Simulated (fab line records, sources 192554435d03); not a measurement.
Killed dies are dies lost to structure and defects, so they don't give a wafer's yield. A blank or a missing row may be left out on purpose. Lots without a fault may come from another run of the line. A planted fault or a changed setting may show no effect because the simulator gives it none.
Which tool did it? | flow n5_finfet | 10 lots, 30 wafers sampled, at 2 steps of a route of 1938

WHAT THE GAUGES READ, wafer by wafer
N5_BEOL_M14_INSPECT_30: inspects for defects (macro).
lot  | measured     | on                | raw_defect_count
L977 | day 11 22:13 | defect_inspect-02 | 2 2 3
L981 | day 12 16:10 | defect_inspect-01 | 1 1 1
L980 | day 12 17:40 | defect_inspect-02 | 2 0 1
L982 | day 12 21:08 | defect_inspect-01 | 2 2 0
L984 | day 14 04:01 | defect_inspect-01 | >300 >300 298
L985 | day 14 10:26 | defect_inspect-02 | 2 3 3
L987 | day 14 18:47 | defect_inspect-01 | 294 >300 293
L992 | day 15 11:13 | defect_inspect-02 | >300 >300 280
L996 | day 16 23:23 | defect_inspect-02 | 1 4 2
L997 | day 17 03:27 | defect_inspect-02 | 2 0 1

WHICH TOOL RAN EACH LOT (tool, then ch and the chambers of the sampled wafers, then the start)
lot  | N5_BEOL_M14_ETCH_59
L977 | rie_diel-02 ch 0,2,3, day 11 21:26
L981 | rie_diel-01 ch 1,2,3, day 12 15:23
L980 | rie_diel-02 ch 0,1,3, day 12 16:44
L982 | rie_diel-02 ch 1,2, day 12 20:21
L984 | rie_diel-02 ch 0,1,2, day 14 03:09
L985 | rie_diel-01 ch 0,1, day 14 09:31
L987 | rie_diel-02 ch 0,1,3, day 14 18:00
L992 | rie_diel-02 ch 0,1, day 15 10:26
L996 | rie_diel-01 ch 1,2,3, day 16 22:28
L997 | rie_diel-01 ch 0,1,2, day 17 02:40
- N5_BEOL_M14_ETCH_59: etches BARC in N2/H2, target depth 89 nm, overetch 26.7 nm, time 67.9 s.

THE ANSWER, worked out from the rows above alone
Rule: what is usual is taken from the lots themselves. Put in order of their means at a reading, lots are off if they are a third of the lots or fewer, leave a main group of 4 or more, and stand apart from it by a gap of 3 or more times the standard deviation of the main group's means; of several such gaps the widest counts. A main group whose means are all the same, to the digits that the tables above print for the reading, isn't used. A lot without any number at a reading at which 4 lots or more have one is off too. The other lots that the step has rows for count as sound.
Off: L984, L987, L992, at N5_BEOL_M14_INSPECT_30 (raw_defect_count). The main group: mean 1.7, standard deviation 0.69.
A tool fits if, at a process step before that reading, it ran every lot that is off, and no sound lot after the first of them. The gauges at N5_BEOL_M14_INSPECT_30 are tried like those tools. One fits: rie_diel-02 at N5_BEOL_M14_ETCH_59. Its last sound lot is L982 (day 12 20:21), its first lot that is off L984 (day 14 03:09): a fault that began between those two fits.

WHAT THE SIMULATOR HAD PUT IN
Chamber particle source: rie_diel-02, from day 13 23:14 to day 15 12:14, at N5_BEOL_M14_ETCH_59. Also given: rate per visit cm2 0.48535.
Lots struck among those shown: L984, L987, L992. The rule above found the same.
